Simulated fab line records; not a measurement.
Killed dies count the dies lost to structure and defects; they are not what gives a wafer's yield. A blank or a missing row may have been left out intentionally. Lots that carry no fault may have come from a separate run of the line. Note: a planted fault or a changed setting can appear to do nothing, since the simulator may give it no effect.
fab line records ; flow n5-finfet ; part 2 of 2: steps 5 to 6 of 6
record: lots: 22; wafers: 66; last-day: 18
route steps=1938 shown GATE_CUT@499 MOL_CONTACT_COAG@537
lots that met no fault: from a run of the same line without faults
start-h: start of the lot's first displayed wafer, in hours after the record's first day ; wait-h: how many hours have passed since the lot's step before this one ; " as in the row above ; L1.1+2: a single row standing in for several wafers ; - no value, or no start was given ; * or withheld: withheld ; < > ~ a bound
route shown NAME@n: NAME is a module with steps in the file, n the number in the route of the first one ; usual: mean/standard deviation of fault-free wafers ; same: alike in all rows ; chamber/n: place in a boat ; sites: each site's reading ; _std_site: standard deviation across them ; _edge_site: the outer-site mean with the inner-site mean subtracted ; radius-mm: for every site, how far away it sits from the centre of the wafer ; mask NAME#n: copy n ; behind: tool/chamber where the wafer was last shaped ; hold: why the lot went on hold/how many hours it stayed there/how the hold came to an end ; device: the n, p or np transistor that did not switch ; end of line: the route-end tests of the same wafers ; for a step that has no rows: nothing shown but its recipe ; killed: not the wafer's yield, but the dies lost to structure and defects at the first sort ; map: a wafer's dies, marking killed ones x, the rest . and places with no die _
set.NAME: setting as actually run; set.NAME@STEP: the setting as run at that earlier step ; model.NAME: the simulator's own value behind a step, which no gauge read
route steps across a sampled set of lots; one table per step, one row per wafer
services: from which hour (start-h, from the record's first day; less than 0 if before it) a tool's chamber was out of use, for how many hours, and why
== steps ==
step: N5_MOL_CONTACT_COAG_DESCUM_88
recipe: chemistry: O2; time-s: 7; source-power-w: 50; bias-power-w: 20; pressure-mtorr: 20; rf-frequency-hz: 2.712e+07; temp-c: 40; resist: CAR-EUV; o2-flow-sccm: 225
usual: bias-power-w: 20.00/0.058; drypump-motor-current-A: 5.7/0.46; oes-product-au: 0.75/0.076; rf-vpp-V: 242.7/0.98; showerhead-plenum-p-Torr: 2.06/0.03; throttle-valve-pct: 20.49/0.23
same: time-s: 7
lot.wafer;tool;chamber;start-h;wait-h;bias-power-w;drypump-motor-current-A;oes-product-au;rf-hours-counter-h;rf-vpp-V;showerhead-plenum-p-Torr;throttle-valve-pct
L074.1;rie-diel-02;0;102.61;0.0;19.92;5.6;0.81;87;243.0;2.03;20.43
L074.2;rie-diel-02;1;102.61;0.0;19.96;6.1;0.76;136;242.4;2.10;20.23
L074.5;rie-diel-02;1;102.61;0.0;20.00;6.1;0.75;-;243.1;2.10;20.22
L075.1;rie-diel-02;2;105.05;0.3;20.05;6.0;0.76;146;244.5;2.09;20.76
L075.2;rie-diel-02;3;105.05;0.3;19.99;6.1;0.79;93;243.7;2.11;20.29
L075.3;rie-diel-02;0;105.05;0.3;19.92;5.6;0.81;88;242.2;2.03;20.43
L076.3;rie-diel-05;0;109.93;0.0;20.08;5.0;0.69;212;245.0;2.08;20.42
L076.4;rie-diel-05;2;109.93;0.0;20.05;5.1;0.75;147;243.1;2.01;20.47
L076.6;rie-diel-05;2;109.93;0.0;20.07;5.2;0.74;-;242.6;2.00;20.45
L077.4;rie-diel-01;1;120.59;0.1;20.02;5.8;0.70;217;243.0;2.07;20.56
L077.5;rie-diel-01;0;120.59;0.1;19.94;6.5;0.92;-;242.4;2.05;19.96
L077.6;rie-diel-01;1;120.59;0.1;19.90;5.7;0.70;-;243.1;2.07;20.54
L078.4;rie-diel-05;2;122.87;0.0;20.01;5.2;0.74;152;240.9;2.00;20.49
L078.5;rie-diel-05;3;122.87;0.0;20.01;5.8;0.73;-;242.0;2.08;20.83
L078.6;rie-diel-05;0;122.87;0.0;20.05;5.1;0.69;-;243.9;2.08;20.45
L079.2;rie-diel-05;3;130.01;0.0;20.01;5.7;0.72;196;243.3;2.08;20.84
L079.4;rie-diel-05;2;130.01;0.0;20.09;5.2;0.73;155;242.4;2.00;20.49
L079.6;rie-diel-05;3;130.01;0.0;19.98;5.8;0.72;-;242.1;2.08;20.84
L080.1;rie-diel-01;1;135.59;0.0;19.97;5.7;0.69;219;242.6;2.07;20.53
L080.4;rie-diel-01;3;135.59;0.0;19.93;4.7;0.75;179;242.0;2.08;20.54
L080.5;rie-diel-01;0;135.59;0.0;19.96;6.5;0.89;-;243.2;2.05;19.99
L081.3;rie-diel-02;1;147.13;0.0;19.95;6.1;0.73;151;243.4;2.10;20.25
L081.5;rie-diel-02;3;147.13;0.0;20.08;6.1;0.78;-;244.9;2.11;20.31
L081.6;rie-diel-02;2;147.13;0.0;20.08;5.9;0.74;-;242.2;2.08;20.77
L083.2;rie-diel-02;2;156.65;0.0;20.02;6.0;0.74;163;241.9;2.08;20.78
L083.5;rie-diel-02;0;156.65;0.0;19.97;5.7;0.79;-;240.2;2.03;20.45
L083.6;rie-diel-02;1;156.65;0.0;20.03;6.1;0.73;-;243.7;2.10;20.27
L084.1;rie-diel-05;2;161.44;0.0;19.94;5.1;0.72;167;241.7;2.00;20.50
L084.3;rie-diel-05;0;161.44;0.0;19.99;5.0;0.68;224;243.6;2.08;20.45
L084.6;rie-diel-05;3;161.44;0.0;19.94;5.7;0.71;-;244.0;2.07;20.84
L085.1;rie-diel-02;2;168.52;0.0;20.02;5.9;0.73;168;241.8;2.08;20.79
L085.2;rie-diel-02;0;168.52;0.0;19.99;5.6;0.79;108;241.7;2.03;20.46
L085.3;rie-diel-02;3;168.52;0.0;19.95;6.1;0.77;113;244.5;2.11;20.32
L086.3;rie-diel-05;3;175.49;0.0;19.99;5.7;0.70;211;242.5;2.07;20.85
L086.4;rie-diel-05;2;175.49;0.0;19.95;5.2;0.72;-;241.9;2.00;20.51
L086.5;rie-diel-05;0;175.49;0.0;20.03;5.1;0.68;-;243.0;2.08;20.46
L087.2;rie-diel-05;1;181.36;0.0;19.94;6.0;0.70;249;240.8;2.06;20.50
L087.3;rie-diel-05;2;181.36;0.0;19.97;5.2;0.71;176;241.4;2.00;20.51
L087.6;rie-diel-05;0;181.36;0.0;19.94;5.1;0.67;-;242.5;2.08;20.46
L088.2;rie-diel-05;3;183.72;0.1;20.04;5.8;0.71;216;241.5;2.07;20.86
L088.4;rie-diel-05;1;183.72;0.1;19.99;6.0;0.70;250;244.0;2.06;20.52
L088.6;rie-diel-05;0;183.72;0.1;20.01;5.1;0.68;-;241.9;2.07;20.45
L090.1;rie-diel-05;3;199.40;0.0;20.03;5.8;0.70;223;241.7;2.07;20.87
L090.2;rie-diel-05;0;199.40;0.0;19.98;5.1;0.68;241;244.0;2.07;20.46
L090.6;rie-diel-05;3;199.40;0.0;19.90;5.8;0.69;-;242.7;2.07;20.87
L089.2;rie-diel-01;1;200.45;0.0;19.88;5.8;0.68;242;243.8;2.06;20.57
L089.3;rie-diel-01;0;200.45;0.0;19.94;6.5;0.86;55;241.4;2.04;20.04
L089.6;rie-diel-01;1;200.45;0.0;19.99;5.7;0.68;-;243.1;2.06;20.58
L091.1;rie-diel-02;1;202.22;0.0;20.00;6.1;0.70;170;243.3;2.09;20.27
L091.4;rie-diel-02;0;202.22;0.0;19.95;5.6;0.77;120;242.2;2.02;20.47
L091.6;rie-diel-02;1;202.22;0.0;20.03;6.1;0.71;-;244.1;2.09;20.28
L093.1;rie-diel-01;3;211.36;0.0;19.99;4.8;0.73;208;243.2;2.07;20.61
L093.3;rie-diel-01;2;211.36;0.0;20.00;5.7;0.92;19;243.2;2.05;20.43
L093.4;rie-diel-01;2;211.36;0.0;20.04;5.7;0.92;-;242.4;2.05;20.43
L094.1;rie-diel-01;0;221.18;0.0;19.91;6.5;0.85;58;242.2;2.04;20.04
L094.5;rie-diel-01;2;221.18;0.0;20.00;5.7;0.93;-;243.2;2.05;20.45
L094.6;rie-diel-01;3;221.18;0.0;20.06;4.8;0.72;-;243.1;2.07;20.59
L095.2;rie-diel-05;2;225.03;0.0;20.06;5.1;0.70;194;241.5;1.99;20.51
L095.5;rie-diel-05;1;225.03;0.0;20.05;6.0;0.94;-;241.9;2.06;20.11
L095.6;rie-diel-05;2;225.03;0.0;20.03;5.1;0.70;-;240.7;1.99;20.53
L096.1;rie-diel-02;1;236.57;0.0;19.99;6.1;0.71;180;243.1;2.09;20.30
L096.2;rie-diel-02;3;236.57;0.0;20.01;6.0;0.75;136;243.0;2.10;20.34
L096.3;rie-diel-02;2;236.57;0.0;20.00;5.9;0.72;189;242.2;2.07;20.81
L097.1;rie-diel-01;3;238.72;0.2;19.90;4.8;0.71;220;242.2;2.06;20.60
L097.2;rie-diel-01;0;238.72;0.2;19.99;6.5;0.85;66;242.0;2.04;20.05
L097.4;rie-diel-01;3;238.72;0.2;20.07;4.8;0.71;-;242.6;2.06;20.62
step: N5_MOL_CONTACT_COAG_OVL_MEAS_41
recipe: points-per-wafer: 522
usual: VD_OVL: 0.3/0.74
lot.wafer;tool;chamber;start-h;wait-h;VD_OVL[nm]
L074.1;overlay-02;0;104.76;0.0;0.2
L074.2;overlay-02;0;104.76;0.0;0.2
L074.5;overlay-02;0;104.76;0.0;1.0
L075.1;overlay-02;0;106.39;0.0;0.4
L075.2;overlay-02;0;106.39;0.0;0.6
L075.3;overlay-02;0;106.39;0.0;0.9
L076.3;overlay-01;0;111.10;0.0;0.5
L076.4;overlay-01;0;111.10;0.0;-0.1
L076.6;overlay-01;0;111.10;0.0;0.3
L077.4;overlay-01;0;122.06;0.0;-1.2
L077.5;overlay-01;0;122.06;0.0;-0.7
L077.6;overlay-01;0;122.06;0.0;-1.4
L078.4;overlay-01;0;124.05;0.0;1.0
L078.5;overlay-01;0;124.05;0.0;1.0
L078.6;overlay-01;0;124.05;0.0;-0.6
L079.2;overlay-01;0;131.17;0.0;1.1
L079.4;overlay-01;0;131.17;0.0;1.6
L079.6;overlay-01;0;131.17;0.0;0.3
L080.1;overlay-02;0;136.87;0.0;0.8
L080.4;overlay-02;0;136.87;0.0;0.7
L080.5;overlay-02;0;136.87;0.0;1.0
L081.3;overlay-01;0;148.47;0.0;-0.6
L081.5;overlay-01;0;148.47;0.0;1.0
L081.6;overlay-01;0;148.47;0.0;-0.2
L083.2;overlay-02;0;157.94;0.0;0.5
L083.5;overlay-02;0;157.94;0.0;0.4
L083.6;overlay-02;0;157.94;0.0;1.5
L084.1;overlay-02;0;162.59;0.0;-0.7
L084.3;overlay-02;0;162.59;0.0;-0.2
L084.6;overlay-02;0;162.59;0.0;-0.6
L085.1;overlay-01;0;169.69;0.0;0.6
L085.2;overlay-01;0;169.69;0.0;0.7
L085.3;overlay-01;0;169.69;0.0;0.9
L086.3;overlay-02;0;176.93;0.0;0.9
L086.4;overlay-02;0;176.93;0.0;-0.3
L086.5;overlay-02;0;176.93;0.0;1.0
L087.2;overlay-01;0;182.64;0.0;-0.2
L087.3;overlay-01;0;182.64;0.0;0.0
L087.6;overlay-01;0;182.64;0.0;-0.5
L088.2;overlay-01;0;185.33;0.0;0.3
L088.4;overlay-01;0;185.33;0.0;0.0
L088.6;overlay-01;0;185.33;0.0;0.7
L090.1;overlay-01;0;201.13;0.0;0.1
L090.2;overlay-01;0;201.13;0.0;1.2
L090.6;overlay-01;0;201.13;0.0;-0.5
L089.2;overlay-01;0;202.05;0.0;1.4
L089.3;overlay-01;0;202.05;0.0;0.8
L089.6;overlay-01;0;202.05;0.0;1.1
L091.1;overlay-01;0;203.77;0.0;0.2
L091.4;overlay-01;0;203.77;0.0;0.2
L091.6;overlay-01;0;203.77;0.0;-0.7
L093.1;overlay-01;0;212.68;0.0;1.3
L093.3;overlay-01;0;212.68;0.0;2.3
L093.4;overlay-01;0;212.68;0.0;0.5
L094.1;overlay-02;0;222.55;0.0;0.6
L094.5;overlay-02;0;222.55;0.0;0.5
L094.6;overlay-02;0;222.55;0.0;-0.4
L095.2;overlay-02;0;226.43;0.0;-1.1
L095.5;overlay-02;0;226.43;0.0;-0.3
L095.6;overlay-02;0;226.43;0.0;0.1
L096.1;overlay-02;0;238.24;0.0;0.3
L096.2;overlay-02;0;238.24;0.0;0.4
L096.3;overlay-02;0;238.24;0.0;0.7
L097.1;overlay-02;0;240.17;0.0;1.3
L097.2;overlay-02;0;240.17;0.0;0.6
L097.4;overlay-02;0;240.17;0.0;1.0
== services ==
tool;chamber;start-h;hours;kind
rie-diel-01;1;88.68;15.3;repair
rie-metal-01;0;95.81;3.2;repair
rie-diel-06;1;114.71;23.0;repair
rie-diel-06;3;114.84;4.0;repair
rie-diel-01;1;126.77;8.7;repair
rie-diel-01;2;136.93;-;clean
rie-diel-01;2;136.93;-;consumable-replace:focus-ring
rie-diel-01;2;136.93;22.3;scheduled-down
rie-diel-01;2;136.93;22.3;vent-cycle
rie-diel-04;1;139.91;2.5;repair
rie-diel-03;1;140.98;6.8;repair
rie-diel-05;0;141.50;9.7;repair
rie-diel-04;-;163.06;1.1;repair
rie-diel-05;1;163.92;15.8;repair
rie-metal-01;0;169.44;23.2;repair
rie-diel-05;1;184.07;-;clean
rie-diel-01;0;205.00;10.7;repair
rie-diel-04;3;206.29;13.1;repair
rie-diel-05;3;217.36;2.8;repair
rie-diel-01;1;226.12;7.0;repair
rie-diel-01;1;233.20;-;clean
rie-diel-01;1;233.20;-;consumable-replace:focus-ring
rie-diel-01;1;233.20;23.2;scheduled-down
rie-diel-01;1;233.20;23.2;vent-cycle
